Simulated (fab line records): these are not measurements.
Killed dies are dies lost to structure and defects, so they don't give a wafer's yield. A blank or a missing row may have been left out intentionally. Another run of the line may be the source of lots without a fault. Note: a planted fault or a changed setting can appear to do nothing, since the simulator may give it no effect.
Which of the tools did it?	flow n5Finfet	Sampling: 24 lots, 72 wafers, 6 of 1938 route steps

WHAT EACH GAUGE READ, for each wafer
N5_BEOL_M13_THK_MEAS_50: measures by xrf. Usual: M13_THK gives 423 nm (standard deviation 5.5).
lot	measured	on	M13_THK (nm)	flag
L074	day 10 10:34	filmMetro-02	415 429 426	
L075	day 11 03:02	filmMetro-02	418 425 420	
L077	day 11 13:23	filmMetro-01	420 416 425	
L076	day 11 14:43	filmMetro-02	425 417 416	
L078	day 12 05:58	filmMetro-01	412 420 417	
L080	day 12 11:08	filmMetro-01	418 426 428	
L079	day 12 11:24	filmMetro-01	418 416 420	
L081	day 12 11:36	filmMetro-02	427 427 436	
L082	day 13 06:28	filmMetro-01	429 419 419	
L083	day 13 13:02	filmMetro-02	428 424 426	
L084	day 13 13:23	filmMetro-01	431 428 421	
L085	day 13 19:26	filmMetro-01	426 426 426	
L086	day 13 18:47	filmMetro-01	416 425 424	
L087	day 14 03:20	filmMetro-01	431 429 418	
L089	day 14 21:01	filmMetro-02	424 428 419	
L088	day 14 21:59	filmMetro-02	432 429 435	
L090	day 14 23:04	filmMetro-01	430 425 424	
L091	day 15 18:43	filmMetro-02	421 423 424	
L092	day 15 22:45	filmMetro-01	419 421 426	
L095	day 16 06:49	filmMetro-01	432 430 430	
L097	day 16 17:19	filmMetro-01	424 427 424	
L094	day 16 14:53	filmMetro-01	418 419 423	
L093	day 16 18:02	filmMetro-01	414 412 415	
L096	day 17 02:23	filmMetro-01	422 424 426	

N5_BEOL_M14_OVL_MEAS_11. Usual: V13_OVL gives -2 nm (standard deviation 6.3).
lot	measured	on	V13_OVL (nm)	flag
L074	day 10 11:31	overlay-01	-3 3 -1	
L075	day 11 03:46	overlay-02	-6 -4 3	
L077	day 11 14:06	overlay-02	-2 -4 -5	
L076	day 11 15:26	overlay-02	-8 9 -7	
L078	day 12 06:41	overlay-01	-1 0 6	
L080	day 12 11:51	overlay-01	-2 -2 0	
L079	day 12 12:14	overlay-01	-15 -7 -2	
L081	day 12 12:26	overlay-01	-13 -10 -11	
L082	day 13 07:19	overlay-01	1 2 3	
L083	day 13 13:59	overlay-02	3 -7 -10	
L084	day 13 14:10	overlay-01	0 -16 0	
L085	day 13 20:16	overlay-01	3 0 1	
L086	day 13 19:30	overlay-02	1 7 8	
L087	day 14 04:11	overlay-01	-12 -15 -4	
L089	day 14 21:44	overlay-01	-5 -3 -2	
L088	day 14 22:43	overlay-02	2 -7 -1	
L090	day 14 23:47	overlay-01	-9 0 -6	
L091	day 15 19:26	overlay-02	-8 -1 -3	
L092	day 15 23:28	overlay-01	-1 -4 2	
L095	day 16 07:32	overlay-02	2 -2 3	
L097	day 16 18:02	overlay-02	6 -1 7	
L094	day 16 15:46	overlay-01	10 2 -1	
L093	day 16 18:45	overlay-02	5 5 12	
L096	day 17 03:11	overlay-02	-2 -15 -13	

WHICH TOOL RAN EACH LOT (tool, then ch and the chambers of the sampled wafers, then the start)
lot	N5_BEOL_M13_STRIP_64	N5_BEOL_M13_DESCUM_33	N5_BEOL_M13_TRENCH_ETCH_34	N5_BEOL_M13_ANNEAL_48
L074	plasmaAsher-02 ch 0,1, day 10 06:30	rieDiel-01 ch 1,2,3, day 10 07:41	rieDiel-01 ch 1,2,3, day 10 08:05	rtpAnneal-02 ch 0, day 10 10:05
L075	plasmaAsher-02 ch 0, day 10 22:29	rieDiel-01 ch 0,1,3, day 10 23:04	rieDiel-01 ch 0,1,3, day 10 23:28	rtpAnneal-01 ch 0, day 11 02:27
L077	plasmaAsher-01 ch 0,1, day 11 08:21	rieDiel-01 ch 0,1,2, day 11 09:02	rieDiel-01 ch 0,1,2, day 11 09:26	rtpAnneal-02 ch 0, day 11 12:47
L076	plasmaAsher-01 ch 0,1, day 11 11:17	rieDiel-01 ch 1,3, day 11 12:04	rieDiel-01 ch 1,3, day 11 12:28	rtpAnneal-02 ch 0, day 11 14:01
L078	plasmaAsher-02 ch 0,1, day 12 01:26	rieDiel-06 ch 0,2,3, day 12 02:07	rieDiel-06 ch 0,2,3, day 12 02:31	rtpAnneal-02 ch 0, day 12 05:22
L080	plasmaAsher-01 ch 0,1, day 12 07:13	rieDiel-02 ch 1,2,3, day 12 08:08	rieDiel-02 ch 1,2,3, day 12 08:33	rtpAnneal-01 ch 0, day 12 10:32
L079	plasmaAsher-01 ch 1, day 12 07:49	rieDiel-06 ch 0,1, day 12 08:34	rieDiel-06 ch 0,1, day 12 08:58	rtpAnneal-01 ch 0, day 12 10:50
L081	plasmaAsher-02 ch 0,1, day 12 08:07	rieDiel-02 ch 0,1,3, day 12 08:56	rieDiel-02 ch 0,1,3, day 12 09:20	rtpAnneal-02 ch 0, day 12 11:05
L082	plasmaAsher-01 ch 0,1, day 13 01:09	rieDiel-02 ch 2,3, day 13 02:22	rieDiel-02 ch 2,3, day 13 02:46	rtpAnneal-02 ch 0, day 13 05:55
L083	plasmaAsher-02 ch 0,1, day 13 07:36	rieDiel-01 ch 0,1, day 13 08:08	rieDiel-01 ch 0,1, day 13 08:33	rtpAnneal-02 ch 0, day 13 12:28
L084	plasmaAsher-02 ch 0,1, day 13 08:48	rieDiel-02 ch 1,2,3, day 13 09:22	rieDiel-02 ch 1,2,3, day 13 09:49	rtpAnneal-01 ch 0, day 13 12:55
L085	plasmaAsher-01 ch 0,1, day 13 13:34	rieDiel-06 ch 1,3, day 13 14:07	rieDiel-06 ch 1,3, day 13 14:32	rtpAnneal-01 ch 0, day 13 18:53
L086	plasmaAsher-01 ch 0,1, day 13 13:58	rieDiel-01 ch 1,3, day 13 14:31	rieDiel-01 ch 1,3, day 13 14:56	rtpAnneal-01 ch 0, day 13 18:11
L087	plasmaAsher-01 ch 0,1, day 13 19:24	rieDiel-02 ch 1,2,3, day 13 20:05	rieDiel-02 ch 1,2,3, day 13 20:29	rtpAnneal-02 ch 0, day 14 02:44
L089	plasmaAsher-01 ch 0,1, day 14 15:44	rieDiel-06 ch 0,1,2, day 14 17:11	rieDiel-06 ch 0,1,2, day 14 17:35	rtpAnneal-02 ch 0, day 14 20:25
L088	plasmaAsher-01 ch 0,1, day 14 16:29	rieDiel-01 ch 2,3, day 14 17:38	rieDiel-01 ch 2,3, day 14 18:02	rtpAnneal-01 ch 0, day 14 21:24
L090	plasmaAsher-02 ch 0,1, day 14 19:05	rieDiel-02 ch 0,1,2, day 14 19:38	rieDiel-02 ch 0,1,2, day 14 20:02	rtpAnneal-01 ch 0, day 14 22:34
L091	plasmaAsher-02 ch 0,1, day 15 13:01	rieDiel-01 ch 0,2,3, day 15 13:35	rieDiel-01 ch 0,2,3, day 15 13:59	rtpAnneal-02 ch 0, day 15 18:07
L092	plasmaAsher-01 ch 0,1, day 15 19:46	rieDiel-02 ch 0,1,3, day 15 20:25	rieDiel-02 ch 0,1,3, day 15 20:49	rtpAnneal-01 ch 0, day 15 22:10
L095	plasmaAsher-02 ch 0, day 16 03:34	rieDiel-02 ch 0,2, day 16 04:16	rieDiel-02 ch 0,2, day 16 04:40	rtpAnneal-01 ch 0, day 16 06:13
L097	plasmaAsher-01 ch 0,1, day 16 03:36	rieDiel-06 ch 1,2, day 16 04:41	rieDiel-06 ch 1,2, day 16 05:05	rtpAnneal-02 ch 0, day 16 16:45
L094	plasmaAsher-02 ch 1, day 16 08:59	rieDiel-02 ch 0,2, day 16 09:32	rieDiel-02 ch 0,2, day 16 09:56	rtpAnneal-01 ch 0, day 16 14:18
L093	plasmaAsher-02 ch 0,1, day 16 10:35	rieDiel-01 ch 0,1,2, day 16 11:24	rieDiel-01 ch 0,1,2, day 16 11:48	rtpAnneal-02 ch 0, day 16 17:31
L096	plasmaAsher-01 ch 0,1, day 16 23:38	rieDiel-01 ch 0,2, day 17 00:18	rieDiel-01 ch 0,2, day 17 00:43	rtpAnneal-01 ch 0, day 17 01:53
- N5_BEOL_M13_STRIP_64: strips in N2/H2.
- N5_BEOL_M13_DESCUM_33: chemistry O2, time 7.9 s.
- N5_BEOL_M13_TRENCH_ETCH_34: etches SiOC in C4F8/O2/Ar, target depth 413.47 nm, time 162.6 s.
- N5_BEOL_M13_ANNEAL_48: time 90 s.

WHAT THE TOOLS THEMSELVES READ (means of the sampled wafers that have a number; where no wafer has one, the mark that the record gives instead)
N5_BEOL_M13_STRIP_64. Usual: drypumpMotorCurrentA 5.64 A, standard deviation 0.23; heaterPowerW 347 W, standard deviation 28; oesProductAu 0.715 a.u., standard deviation 0.0047; stripTimeToEndpointS 31.33 s, standard deviation 0.07.
lot	tool	drypumpMotorCurrentA (A)	heaterPowerW (W)	oesProductAu (a.u.)	stripTimeToEndpointS (s)	flag
L074	plasmaAsher-02	5.40	357	0.716	31.32	
L075	plasmaAsher-02	5.23	387	0.711	31.27	
L077	plasmaAsher-01	5.81	349	0.716	31.29	
L076	plasmaAsher-01	5.80	348	0.718	31.27	
L078	plasmaAsher-02	5.54	335	0.716	31.32	
L080	plasmaAsher-01	5.81	343	0.717	31.44	
L079	plasmaAsher-01	5.75	346	0.714	31.29	
L081	plasmaAsher-02	5.55	332	0.721	31.33	
L082	plasmaAsher-01	5.77	342	0.714	31.28	
L083	plasmaAsher-02	5.55	340	0.713	31.41	
L084	plasmaAsher-02	5.55	333	0.711	31.37	
L085	plasmaAsher-01	5.80	352	0.718	31.23	
L086	plasmaAsher-01	5.77	348	0.713	31.27	
L087	plasmaAsher-01	5.77	346	0.714	31.30	
L089	plasmaAsher-01	5.81	351	0.712	31.40	
L088	plasmaAsher-01	5.78	344	0.710	31.42	
L090	plasmaAsher-02	5.40	363	0.711	31.25	
L091	plasmaAsher-02	5.38	361	0.715	31.34	
L092	plasmaAsher-01	5.77	343	0.714	31.31	
L095	plasmaAsher-02	5.22	388	0.716	31.37	
L097	plasmaAsher-01	5.77	345	0.712	31.29	
L094	plasmaAsher-02	5.67	309	0.714	31.33	
L093	plasmaAsher-02	5.39	363	0.714	31.42	
L096	plasmaAsher-01	5.78	349	0.718	31.38	

N5_BEOL_M13_DESCUM_33. Usual: drypumpMotorCurrentA 5.7 A, standard deviation 0.49; oesProductAu 0.81 a.u., standard deviation 0.084; rfVppV 242.7 V, standard deviation 1.4; showerheadPlenumPTorr 2.06 Torr, standard deviation 0.06; throttleValvePct 20.34 %, standard deviation 0.16.
lot	tool	drypumpMotorCurrentA (A)	oesProductAu (a.u.)	rfVppV (V)	showerheadPlenumPTorr (Torr)	throttleValvePct (%)	flag
L074	rieDiel-01	5.1	0.80	242.4	2.02	20.22	
L075	rieDiel-01	5.4	0.76	241.8	2.07	20.34	
L077	rieDiel-01	5.5	0.75	243.3	2.07	20.34	
L076	rieDiel-01	5.4	0.75	241.9	2.01	20.20	
L078	rieDiel-06	5.8	0.80	242.5	2.05	20.25	
L080	rieDiel-02	5.9	0.83	243.1	2.08	20.40	
L079	rieDiel-06	6.1	0.87	243.6	2.10	20.30	
L081	rieDiel-02	5.8	0.76	243.9	2.08	20.43	
L082	rieDiel-02	5.7	0.74	243.6	2.12	20.48	
L083	rieDiel-01	5.8	0.72	242.8	2.05	20.33	
L084	rieDiel-02	5.9	0.82	242.9	2.08	20.43	
L085	rieDiel-06	6.1	0.81	243.1	2.09	20.31	
L086	rieDiel-01	5.1	0.77	242.2	2.01	20.27	
L087	rieDiel-02	5.9	0.81	242.9	2.08	20.43	
L089	rieDiel-06	6.0	0.88	243.8	2.10	20.19	
L088	rieDiel-01	4.8	0.77	242.0	2.02	20.32	
L090	rieDiel-02	6.0	0.91	242.5	2.04	20.32	
L091	rieDiel-01	5.1	0.74	243.0	2.07	20.43	
L092	rieDiel-02	5.9	0.94	243.4	2.07	20.22	
L095	rieDiel-02	6.0	0.89	241.7	2.04	20.39	
L097	rieDiel-06	6.3	0.85	243.7	2.14	20.27	
L094	rieDiel-02	6.0	0.89	242.3	2.04	20.39	
L093	rieDiel-01	5.5	0.72	241.4	2.06	20.39	
L096	rieDiel-01	5.2	0.74	242.6	2.07	20.45	

N5_BEOL_M13_TRENCH_ETCH_34. Usual: drypumpMotorCurrentA 5.7 A, standard deviation 0.49; heInnerTorr 15.00 Torr, standard deviation 0.034; oesProductAu 0.80 a.u., standard deviation 0.082; rfVppV 664.2 V, standard deviation 2.8; showerheadPlenumPTorr 3.36 Torr, standard deviation 0.098; throttleValvePct 24.08 %, standard deviation 0.2.
lot	tool	drypumpMotorCurrentA (A)	heInnerTorr (Torr)	oesProductAu (a.u.)	rfVppV (V)	showerheadPlenumPTorr (Torr)	throttleValvePct (%)	flag
L074	rieDiel-01	5.2	15.02	0.79	662.4	3.29	23.88	
L075	rieDiel-01	5.4	14.98	0.76	664.2	3.37	24.07	
L077	rieDiel-01	5.5	15.00	0.75	665.3	3.38	24.08	
L076	rieDiel-01	5.4	14.98	0.75	662.3	3.28	23.86	
L078	rieDiel-06	5.8	14.96	0.79	663.3	3.34	23.94	
L080	rieDiel-02	5.9	15.00	0.82	663.8	3.39	24.16	
L079	rieDiel-06	6.1	14.95	0.87	665.5	3.42	24.03	
L081	rieDiel-02	5.9	15.06	0.76	666.3	3.41	24.21	
L082	rieDiel-02	5.7	15.00	0.74	666.6	3.44	24.16	
L083	rieDiel-01	5.7	15.02	0.72	665.0	3.35	24.06	
L084	rieDiel-02	5.9	15.03	0.81	665.0	3.39	24.17	
L085	rieDiel-06	6.1	14.99	0.81	665.2	3.41	24.08	
L086	rieDiel-01	5.1	15.04	0.77	662.3	3.27	23.91	
L087	rieDiel-02	5.9	15.01	0.81	664.6	3.39	24.17	
L089	rieDiel-06	6.0	14.99	0.88	666.0	3.42	23.94	
L088	rieDiel-01	4.8	14.99	0.78	662.9	3.28	23.96	
L090	rieDiel-02	6.0	15.03	0.90	663.4	3.35	24.12	
L091	rieDiel-01	5.1	14.97	0.75	664.7	3.37	24.14	
L092	rieDiel-02	5.9	14.99	0.92	665.6	3.39	24.04	
L095	rieDiel-02	6.0	14.98	0.88	662.5	3.33	24.11	
L097	rieDiel-06	6.3	15.01	0.85	667.4	3.50	24.08	
L094	rieDiel-02	6.0	15.00	0.88	663.2	3.33	24.12	
L093	rieDiel-01	5.5	15.04	0.72	663.9	3.36	24.13	
L096	rieDiel-01	5.3	15.00	0.74	664.1	3.37	24.18	

N5_BEOL_M13_ANNEAL_48. Usual: wafer_temp_C_max at 226.0, with a standard deviation of 0.4.
lot	tool	wafer_temp_C_max	flag
L074	rtpAnneal-02	226.1	
L075	rtpAnneal-01	225.3	
L077	rtpAnneal-02	226.5	
L076	rtpAnneal-02	226.2	
L078	rtpAnneal-02	226.4	
L080	rtpAnneal-01	225.7	
L079	rtpAnneal-01	225.7	
L081	rtpAnneal-02	226.3	
L082	rtpAnneal-02	226.5	
L083	rtpAnneal-02	226.5	
L084	rtpAnneal-01	225.8	
L085	rtpAnneal-01	225.9	
L086	rtpAnneal-01	225.8	
L087	rtpAnneal-02	226.0	
L089	rtpAnneal-02	225.9	
L088	rtpAnneal-01	225.7	
L090	rtpAnneal-01	225.6	
L091	rtpAnneal-02	226.2	
L092	rtpAnneal-01	225.7	
L095	rtpAnneal-01	225.8	
L097	rtpAnneal-02	225.9	
L094	rtpAnneal-01	226.1	
L093	rtpAnneal-02	226.2	
L096	rtpAnneal-01	225.6	

THE ANSWER, worked out from the rows above alone
Rule: lot off if the mean of its wafers having a number is beyond 3 standard deviations from the usual mean. A lot without any number at a reading at which 4 lots or more have one is off too. Where the step has rows for the other lots, those lots are counted as sound. Order of review: gauges by route order, followed by the tools' own readings, for which a lot's mean as printed above is used. The first step at which some lot is off is used, and at that step the reading that is off furthest; a lot without a number counts as furthest.
Nothing can be told from this: no lot is off at any reading shown.

WHAT THE SIMULATOR PUT IN
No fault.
